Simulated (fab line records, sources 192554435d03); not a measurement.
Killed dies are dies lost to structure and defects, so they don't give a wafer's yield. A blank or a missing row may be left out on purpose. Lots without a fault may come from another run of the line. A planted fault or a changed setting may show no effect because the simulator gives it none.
Split-lot experiment | flow n5_finfet | 7 lots, 21 wafers read, on a route of 1938 steps

THE SPLIT
At N5_FIN_SAQP_HM_DEP_03 (deposits SiNx from SiH4/NH3/N2, target thk 38 nm, time 33.6 s), the setting time_s was moved away from the recipe's 33.6 s on 7 of the 21 wafers read, by -9.3% to +10.2%. The other wafers ran this setting at the recipe's value.

FROM THE SPLIT TO THE READING: what the file shows between them, 22 steps
- N5_FIN_SAQP_THK_MEAS_05
- N5_FIN_SAQP_PECVD_06: deposits a-Si from SiH4/He, target thk 60 nm, time 48.1 s (also split here: time_s)
- N5_FIN_SAQP_THK_MEAS_07
- N5_FIN_SAQP_HM_DEP_72: deposits SiO2 from SiH4/N2O, target thk 12 nm, time 7.2 s
- N5_FIN_SAQP_COAT_49: time 60 s, resist thk 100 nm
- N5_FIN_SAQP_ETCH_52: etches SOC in N2/H2, target depth 100 nm, overetch 20 nm, time 150 s
- N5_FIN_SAQP_STRIP_53: strips in N2/H2
- N5_FIN_SAQP_HM_OPEN_73: chemistry CHF3/O2, target SiO2, stops on a-Si, target depth 12 nm, time 16.8 s
- N5_FIN_SAQP_STRIP_74: strips in CHF3/O2
- N5_FIN_SAQP_MANDREL_ETCH_22: etches a-Si in HBr/Cl2, stops on SiNx, target depth 60 nm, bt time 10 s, time 30 s
- N5_FIN_SAQP_STRIP_55: strips in N2/H2
- N5_FIN_SAQP_STRIP_23: strips in SPM, time 750 s
- N5_FIN_SAQP_ETCH_57: etches SiNx in CH3F/O2, target depth 32.5 nm, time 46.4 s
- N5_FIN_SAQP_ETCH_65: etches SiO2 in CF4, target depth 4 nm, time 4.4 s
- N5_FIN_SAQP_MANDREL_ETCH_58: etches a-Si in HBr/Cl2, stops on SiNx, target depth 45 nm, bt time 10 s, time 27 s
- N5_FIN_SAQP_RECESS_63: chemistry HF/NH3, target SiO2, target depth 18 nm, afs cycles 3, sublimation time 60 s
- N5_FIN_SAQP_COAT_68: time 60 s, resist thk 100 nm
- N5_FIN_SAQP_MANDREL2_REMOVE_60: chemistry HBr/Cl2/O2, target a-Si, stops on SiNx, bt time 10 s
- N5_FIN_SAQP_HM_OPEN_33: chemistry CH3F/O2, target SiNx, target depth 49.4 nm, time 70.6 s
- N5_FIN_SAQP_ETCH_34: etches SiO2 in C4F6/O2, target depth 45 nm, time 15 s
- N5_FIN_SAQP_STRIP_77: strips in N2/H2, time 90 s
- N5_FIN_SAQP_ETCH_64: etches SiO2 in CF4, target depth 1.5 nm

THE READING
SiNx_of_FIN_SAQP_HM_DEP_03.thk_nm (the simulator's own value, which no gauge read), in nm, at N5_FIN_SAQP_FIN_ETCH_36 (etches the open film in HBr/Cl2/O2, target depth 120 nm, time 50.4 s). The file gives no usual value for it. The 14 wafers here that ran the recipe average 21.5 nm, standard deviation 0.44 nm.

wafer  | tool, chamber at the split | time_s as run, s | against the recipe | SiNx_of_FIN_SAQP_HM_DEP_03.thk_nm, nm | against lot-mates on the recipe
L074.1 | pecvd-03, 2                | 33.6             | recipe             | 21.6                                  | -
L074.3 | pecvd-03, 0                | 33.6             | recipe             | 21.6                                  | -
L074.4 | pecvd-03, 1                | 33.6             | recipe             | 21.6                                  | -
L078.1 | pecvd-03, 0                | 33.6             | recipe             | 22                                    | -
L078.2 | pecvd-03, 2                | 30.49            | -9.3%              | 17.6                                  | -4.4
L078.5 | pecvd-03, 0                | 30.49            | -9.3%              | 19                                    | -3.0
L079.1 | pecvd-03, 2                | 33.6             | recipe             | 20.6                                  | -
L079.3 | pecvd-03, 1                | 33.6             | recipe             | 21.4                                  | -
L079.4 | pecvd-03, 2                | 32.14            | -4.3%              | 20                                    | -1.0
L084.1 | pecvd-01, 0                | 37.04            | +10.2%             | 24.6                                  | +3.8
L084.2 | pecvd-01, 1                | 37.04            | +10.2%             | 24.2                                  | +3.4
L084.4 | pecvd-01, 1                | 33.6             | recipe             | 20.8                                  | -
L085.3 | pecvd-02, 2                | 33.6             | recipe             | 21.6                                  | -
L085.4 | pecvd-02, 1                | 31.29            | -6.9%              | 19.6                                  | -2.3
L085.5 | pecvd-02, 2                | 33.6             | recipe             | 22.2                                  | -
L086.1 | pecvd-01, 0                | 33.6             | recipe             | 21.4                                  | -
L086.5 | pecvd-01, 0                | 33.6             | recipe             | 21.4                                  | -
L086.3 | pecvd-01, 1                | 33.6             | recipe             | 21                                    | -
L089.3 | pecvd-02, 2                | 31.74            | -5.5%              | 19                                    | -2.6
L089.5 | pecvd-02, 0                | 33.6             | recipe             | 21.2                                  | -
L089.6 | pecvd-02, 2                | 33.6             | recipe             | 22                                    | -

THE FIT
A straight line over all 21 wafers: SiNx_of_FIN_SAQP_HM_DEP_03.thk_nm changes by +0.315 nm for each +1% of time_s; r = +0.95; the points scatter about the line by 0.49 nm.
The same after taking each lot's own level away (the mean of its wafers on the recipe; 21 wafers): +0.369 nm for each +1%; r = +0.98; scatter 0.39 nm.
On that fit, the largest move of time_s shifts the reading by 3.8 nm.
The lots' own levels span 20.80 to 22.00 nm, that is 2.7 times the standard deviation above.
So the lot-to-lot level changes the slope: the two fits differ.
Check: with one of the wafers moved furthest among these (+10.2%) left out of the fit, the line predicts +3.72 nm for it against its lot-mates. It came out at +3.8 nm against them.

OTHER SPLITS ON THESE WAFERS
These wafers also went through other splits before the reading. Each is held against what the fit with the lots' levels taken away leaves over:
other split on the same wafers         | wafers away from the commonest value | r with SiNx_of_FIN_SAQP_HM_DEP_03.thk_nm (lot level and that fit taken away)
N5_ZERO_LAYER_ETCH_18 icp_w            | 4                                    | +0.04
N5_WELL_APT_COAT_02 spin_rpm           | 8                                    | +0.21
N5_PMOS_HMC_CHANNEL_EPI_ETCH_32 bias_w | 8                                    | -0.12
N5_FIN_SAQP_PECVD_06 time_s            | 10                                   | +0.12

THE WHOLE CHAIN: every reading that the file lists as answering this split, in the file's order
step                        | what it does                                                                       | reading                                                                            | change (the file's fit)               | r (the file's)
N5_FIN_SAQP_HM_DEP_03       | deposits SiNx from SiH4/NH3/N2, target thk 38 nm, time 33.6 s                      | SiNx_of_FIN_SAQP_HM_DEP_03.thk_nm (the simulator's own value, which no gauge read) | +0.352 nm for each +1% of the setting | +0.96
N5_FIN_SAQP_THK_MEAS_05     |                                                                                    | thk_nm                                                                             | withheld for each +1% of the setting  | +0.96
N5_FIN_SAQP_MANDREL_ETCH_58 | etches a-Si in HBr/Cl2, stops on SiNx, target depth 45 nm, bt time 10 s, time 27 s | SiNx_of_FIN_SAQP_HM_DEP_03.thk_nm (the simulator's own value, which no gauge read) | +0.344 nm for each +1% of the setting | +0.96
N5_FIN_SAQP_HM_OPEN_33      | chemistry CH3F/O2, target SiNx, target depth 49.4 nm, time 70.6 s                  | etch_rf_on_time_s                                                                  | withheld for each +1% of the setting  | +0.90
N5_FIN_SAQP_HM_OPEN_33      | chemistry CH3F/O2, target SiNx, target depth 49.4 nm, time 70.6 s                  | etch.depth_nm (the simulator's own value, which no gauge read)                     | +0.345 nm for each +1% of the setting | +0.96
N5_FIN_SAQP_FIN_ETCH_36     | etches the open film in HBr/Cl2/O2, target depth 120 nm, time 50.4 s               | SiNx_of_FIN_SAQP_HM_DEP_03.thk_nm (the simulator's own value, which no gauge read) | +0.368 nm for each +1% of the setting | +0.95

THE FILE'S OWN FIT
SiNx_of_FIN_SAQP_HM_DEP_03.thk_nm changes by +0.368 nm for each +1% of time_s, r = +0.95.
